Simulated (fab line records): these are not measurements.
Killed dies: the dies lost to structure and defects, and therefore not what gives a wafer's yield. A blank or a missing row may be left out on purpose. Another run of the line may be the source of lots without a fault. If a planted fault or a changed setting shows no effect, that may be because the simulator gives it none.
One fault through the eyes of 2 desks + flow n5_finfet + what lay behind the numbers comes last; until then each desk has only its own

AT THE TOOL OWNER'S DESK: ald_metal-03
The tool's own readings at N5_HKMG_FIN_ALD_71 (deposits TiN, target thk 1 nm, pulse time 1 s, purge time 3 s): means of the sampled wafers that have a number, for each lot that ran on this tool. Marked OUT: a lot whose mean sits more than 4 standard deviations from the usual mean, which makes it out of limits; the brackets give that distance.
Columns: A = heater_power_w at N5_HKMG_FIN_ALD_71, usual 856 W; B = precursor_pulse_height_rel at N5_HKMG_FIN_ALD_71, usual 0.999
| lot  | first seen here | A   | B     |
|------|-----------------|-----|-------|
| L696 | day 4 06:36     | 900 | 0.990 |
| L698 | day 4 15:38     | 813 | 0.985 |
| L699 | day 4 22:55     | 800 | 1.015 |
| L700 | day 5 03:39     | 862 | 0.997 |
| L701 | day 5 12:00     | 804 | 0.999 |
| L712 | day 8 07:34     | 824 | 1.023 |
| L713 | day 8 09:27     | 796 | 1.007 |
| L718 | day 9 19:55     | 817 | 1.005 |
This desk's finding: nothing out of limits on any of the 8 lots.

METROLOGY DESK
Means of the sampled wafers that have a number, per lot and without regard to the tool the lot ran on: this is what the gauges read. Marked OUT: a lot whose mean sits more than 4 standard deviations from the usual mean, which makes it out of limits; the brackets give that distance. Only the readings that lie furthest out on some lot appear, 7 of the 10 it has.
Columns: A = DIBL_N at N5_BEOL_M4_RC_MEAS_101, usual 36.6 mV/V; B = IOFF_N at N5_BEOL_M4_RC_MEAS_101, usual 0.17 nA/um; C = IOFF_P at N5_BEOL_M4_RC_MEAS_101, usual 0.23 nA/um; D = ION_N at N5_BEOL_M4_RC_MEAS_101, usual 681 uA/um; E = ION_P at N5_BEOL_M4_RC_MEAS_101, usual 467 uA/um; F = VT_N at N5_BEOL_M4_RC_MEAS_101, usual 249 mV; G = VT_P at N5_BEOL_M4_RC_MEAS_101, usual -249 mV
| lot  | first seen here | A    | B    | C    | D   | E   | F   | G    |
|------|-----------------|------|------|------|-----|-----|-----|------|
| L696 | day 7 22:34     | 37.8 | 0.18 | 0.21 | 686 | 465 | 248 | -252 |
| L698 | day 8 16:04     | 38.2 | 0.18 | 0.23 | 684 | 465 | 248 | -249 |
| L699 | day 8 19:08     | 36.1 | 0.18 | 0.23 | 684 | 463 | 247 | -249 |
| L700 | day 8 20:31     | 37.3 | 0.17 | 0.20 | 680 | 461 | 248 | -253 |
| L701 | day 9 11:08     | 35.1 | 0.16 | 0.17 | 681 | 459 | 248 | -255 |
| L712 | day 12 05:02    | 36.9 | 0.18 | 0.24 | 674 | 464 | 250 | -249 |
| L713 | day 12 07:26    | 35.5 | 0.14 | 0.18 | 670 | 460 | 251 | -253 |
| L714 | day 12 21:51    | 40.7 | 0.22 | 0.27 | 689 | 469 | 248 | -247 |
| L717 | day 13 04:14    | 39.2 | 0.25 | 0.32 | 704 | 486 | 242 | -243 |
| L718 | day 13 06:14    | 35.0 | 0.17 | 0.25 | 690 | 478 | 247 | -243 |
This desk's finding: nothing out of limits on any of the 10 lots.

ALL TOGETHER
The desk of the tool owner found nothing out of limits.
Metrology desk: nothing out of limits seen.

WHAT THE SIMULATOR PUT IN
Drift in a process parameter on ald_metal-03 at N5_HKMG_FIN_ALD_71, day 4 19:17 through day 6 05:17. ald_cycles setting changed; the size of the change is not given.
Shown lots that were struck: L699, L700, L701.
